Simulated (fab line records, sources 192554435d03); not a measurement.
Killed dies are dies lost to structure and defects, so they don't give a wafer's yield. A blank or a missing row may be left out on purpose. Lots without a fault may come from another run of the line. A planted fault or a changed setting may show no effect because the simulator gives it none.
Chamber matching | flow n5_finfet | N5_PMOS_HMC_CHANNEL_EPI_CMP_21 on cmp-03: 4 sister chambers
The step polishes SiGe30, target thk 54 nm. 14 wafers are shown with their chamber, then 7 later ones without.

WAFERS WITH THEIR CHAMBER
wafer  | chamber | motor_current_A (A)
L074.2 | 1       | 12.2
L074.4 | 3       | 13.0
L074.5 | 1       | 12.6
L075.1 | 1       | 12.1
L075.3 | 3       | 12.7
L075.6 | 2       | 12.2
L081.2 | 0       | 11.1
L081.3 | 3       | 14.0
L081.4 | 2       | 13.2
L086.1 | 1       | 12.6
L086.3 | 0       | 10.9
L086.4 | 2       | 12.4
L087.2 | 3       | 13.2
L087.5 | 2       | 13.6

SIGNATURES (means of the wafers above)
reading         | chamber 0 | chamber 1 | chamber 2 | chamber 3 | scatter within a chamber
motor_current_A | 11.000    | 12.375    | 12.850    | 13.225    | 0.496
Rule: a wafer's distance from a chamber is the root of the sum, over the readings, of the square of ((its reading less the chamber's mean) divided by the reading's scatter). The wafer belongs to the nearest chamber; if the next one is less than 2 further off, it can't be placed. The scatter: the root of (the sum of the squares of (reading less its chamber's mean) over the shown wafers, divided by (wafers less chambers)).

WAFERS WITHOUT THEIR CHAMBER
wafer  | motor_current_A (A)
L087.6 | 12.2
L089.1 | 13.4
L089.3 | 13.3
L089.5 | 11.4
L094.1 | 10.8
L094.5 | 12.3
L094.6 | 13.8

WHICH CHAMBER EACH WENT THROUGH
wafer  | from the rows above          | in truth
L087.6 | can't be placed: 1 or 2 or 3 | 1
L089.1 | can't be placed: 3 or 2 or 1 | 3
L089.3 | can't be placed: 3 or 2 or 1 | 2
L089.5 | can't be placed: 0 or 1      | 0
L094.1 | 0                            | 0
L094.5 | can't be placed: 1 or 2 or 3 | 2
L094.6 | can't be placed: 3 or 2 or 1 | 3
Placed correctly: 1 of 7. Can't be placed from these rows: 6 (the true chamber is among the candidates in 6). Placed wrongly: 0.
